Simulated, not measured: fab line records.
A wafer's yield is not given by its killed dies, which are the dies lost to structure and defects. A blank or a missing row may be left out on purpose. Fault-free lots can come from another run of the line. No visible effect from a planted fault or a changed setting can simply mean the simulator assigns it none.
Chamber matching    flow n5_finfet    rie_diel-01 running N5_BEOL_M10_STRIP_67: 4 sister chambers
The step strips in CF4. 4 wafers are shown with their chamber, then 10 later ones without.

## WAFERS, EACH WITH ITS CHAMBER
wafer   chamber  showerhead_plenum_p_Torr (Torr)
L080.5  2        1.78
L085.5  3        1.81
L087.5  0        1.83
L091.5  1        1.75

## WAFERS WITHOUT THEIR CHAMBER
wafer   showerhead_plenum_p_Torr (Torr)
L091.6  1.82
L094.2  1.77
L094.4  1.82
L094.6  1.75
L093.1  1.82
L093.2  1.81
L093.4  1.75
L095.1  1.74
L095.4  1.81
L095.6  1.81

## EACH ONE'S CHAMBER
wafer   from the rows above      in truth
L091.6  can't be placed: 0 or 3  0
L094.2  can't be placed: 2 or 1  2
L094.4  can't be placed: 0 or 3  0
L094.6  1                        1
L093.1  can't be placed: 0 or 3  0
L093.2  3                        3
L093.4  1                        1
L095.1  1                        1
L095.4  3                        3
L095.6  3                        3
Correct placement for 6 of the 10. From these rows, 4 cannot be placed; in 4 the true chamber is one of the candidates. Number placed wrongly: 0.
How it was worked out, from the rows above alone: a wafer's distance from a chamber is the root of the sum, over the readings, of the square of ((its reading less the chamber's mean) divided by the reading's scatter). If the next closest chamber is less than 2 further off than the closest, the wafer can't be placed; otherwise it belongs to the closest. Each chamber's mean is taken over the wafers shown for it. The scatter (one wafer shown for each chamber): square how far every hidden wafer sits from the nearest shown wafer, average those squares and take the square root.
